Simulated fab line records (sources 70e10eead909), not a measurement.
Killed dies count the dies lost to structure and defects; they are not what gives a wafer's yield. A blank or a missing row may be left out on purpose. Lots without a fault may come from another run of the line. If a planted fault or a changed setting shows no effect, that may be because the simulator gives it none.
Matching of chambers / flow nand-harc / ald-hk-01 running NHARC_A_WL_FILL_ALD_00: 4 sister chambers
The step deposits Al2O3, target thk 3 nm, pulse time 3 s, ald cycles 30. 18 wafers are shown with their chamber, then 8 later ones without.

## WAFERS WITH THEIR CHAMBER
wafer=L178.2; chamber=2; heater-power-w (W)=532; precursor-pulse-height-rel=1.007
wafer=L178.4; chamber=0; heater-power-w (W)=476; precursor-pulse-height-rel=0.984
wafer=L178.6; chamber=3; heater-power-w (W)=488; precursor-pulse-height-rel=1.012
wafer=L179.2; chamber=0; heater-power-w (W)=475; precursor-pulse-height-rel=1.009
wafer=L179.4; chamber=1; heater-power-w (W)=454; precursor-pulse-height-rel=0.959
wafer=L179.6; chamber=1; heater-power-w (W)=444; precursor-pulse-height-rel=1.022
wafer=L182.1; chamber=2; heater-power-w (W)=525; precursor-pulse-height-rel=1.013
wafer=L182.5; chamber=0; heater-power-w (W)=463; precursor-pulse-height-rel=1.011
wafer=L182.6; chamber=3; heater-power-w (W)=489; precursor-pulse-height-rel=1.011
wafer=L184.1; chamber=2; heater-power-w (W)=524; precursor-pulse-height-rel=1.020
wafer=L184.2; chamber=0; heater-power-w (W)=466; precursor-pulse-height-rel=0.985
wafer=L184.3; chamber=3; heater-power-w (W)=483; precursor-pulse-height-rel=0.967
wafer=L187.2; chamber=3; heater-power-w (W)=484; precursor-pulse-height-rel=1.003
wafer=L187.4; chamber=0; heater-power-w (W)=447; precursor-pulse-height-rel=0.985
wafer=L187.5; chamber=0; heater-power-w (W)=457; precursor-pulse-height-rel=0.947
wafer=L189.1; chamber=1; heater-power-w (W)=443; precursor-pulse-height-rel=0.962
wafer=L189.3; chamber=3; heater-power-w (W)=482; precursor-pulse-height-rel=0.986
wafer=L196.1; chamber=1; heater-power-w (W)=445; precursor-pulse-height-rel=1.012

SIGNATURES (averages over the wafers above)
reading=heater-power-w; chamber 0=464.00; chamber 1=446.50; chamber 2=527.00; chamber 3=485.20; scatter within a chamber=7.38
reading=precursor-pulse-height-rel; chamber 0=0.98683; chamber 1=0.98875; chamber 2=1.01333; chamber 3=0.99580; scatter within a chamber=0.0231
Rule: a wafer's distance from a chamber is the root of the sum, over the readings, of the square of ((its reading less the chamber's mean) divided by the reading's scatter). The wafer belongs to the nearest chamber; if the next one is less than 2 further off, it can't be placed. The scatter: the root of (the sum of the squares of (reading less its chamber's mean) over the shown wafers, divided by (wafers less chambers)).

## WAFERS WHOSE CHAMBER IS MISSING
wafer=L196.3; heater-power-w (W)=531; precursor-pulse-height-rel=0.985
wafer=L196.5; heater-power-w (W)=442; precursor-pulse-height-rel=1.018
wafer=L197.3; heater-power-w (W)=486; precursor-pulse-height-rel=0.943
wafer=L197.4; heater-power-w (W)=459; precursor-pulse-height-rel=1.003
wafer=L197.5; heater-power-w (W)=532; precursor-pulse-height-rel=1.021
wafer=L201.3; heater-power-w (W)=497; precursor-pulse-height-rel=0.993
wafer=L201.4; heater-power-w (W)=433; precursor-pulse-height-rel=1.008
wafer=L201.6; heater-power-w (W)=522; precursor-pulse-height-rel=1.010

## WHICH CHAMBER EACH ONE RAN IN
wafer=L196.3; from the rows above=2; in truth=2
wafer=L196.5; from the rows above=can't be placed: 1 or 0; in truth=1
wafer=L197.3; from the rows above=can't be placed: 3 or 0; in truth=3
wafer=L197.4; from the rows above=can't be placed: 0 or 1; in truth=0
wafer=L197.5; from the rows above=2; in truth=2
wafer=L201.3; from the rows above=3; in truth=3
wafer=L201.4; from the rows above=1; in truth=1
wafer=L201.6; from the rows above=2; in truth=2
Placed correctly: 5 of 8. From these rows, 3 cannot be placed; in 3 the true chamber is one of the candidates. Placed wrongly: 0.
